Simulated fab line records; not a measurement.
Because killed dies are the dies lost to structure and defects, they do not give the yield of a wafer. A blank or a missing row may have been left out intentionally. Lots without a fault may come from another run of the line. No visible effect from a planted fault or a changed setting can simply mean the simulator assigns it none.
Matching of chambers | flow n5_finfet | 4 sister chambers for N5_BEOL_M8_STRIP_19 on rie_diel-05
The step strips in O2. 8 wafers are shown with their chamber, then 8 later ones without.

== EACH WAFER AND ITS CHAMBER ==
wafer  | chamber | drypump_motor_current_A (A) | throttle_valve_pct (%)
L076.1 | 3       | 5.6                         | 16.67
L077.3 | 3       | 5.7                         | 16.71
L077.6 | 2       | 5.9                         | 16.78
L079.4 | 2       | 5.9                         | 16.81
L078.2 | 1       | 4.7                         | 17.17
L078.3 | 0       | 6.4                         | 16.79
L078.6 | 1       | 4.7                         | 17.19
L084.1 | 0       | 6.4                         | 16.80

== WAFERS MISSING THEIR CHAMBER ==
wafer  | drypump_motor_current_A (A) | throttle_valve_pct (%)
L084.4 | 5.6                         | 16.23
L084.6 | 5.9                         | 16.81
L091.1 | 6.4                         | 16.87
L091.2 | 4.7                         | 16.70
L091.4 | 5.6                         | 16.29
L094.3 | 6.4                         | 16.87
L094.4 | 4.7                         | 16.73
L094.6 | 5.6                         | 16.30

== WHICH CHAMBER EACH ONE RAN IN ==
wafer  | from the rows above | in truth
L084.4 | 3                   | 3
L084.6 | 2                   | 2
L091.1 | 0                   | 0
L091.2 | 1                   | 1
L091.4 | 3                   | 3
L094.3 | 0                   | 0
L094.4 | 1                   | 1
L094.6 | 3                   | 3
Correctly placed: 8 of 8. Left unplaced by these rows: 0. Number placed wrongly: 0.
How it was worked out, from the rows above alone: a wafer's distance from a chamber is the root of the sum, over the readings, of the square of ((its reading less the chamber's mean) divided by the reading's scatter). The wafer belongs to the nearest chamber; if the next one is less than 2 further off, it can't be placed. The mean given for a chamber averages the wafers shown for that chamber. The scatter: take each reading less its chamber's mean, square it, sum over the shown wafers, divide by the number of wafers less the number of chambers, and take the root.
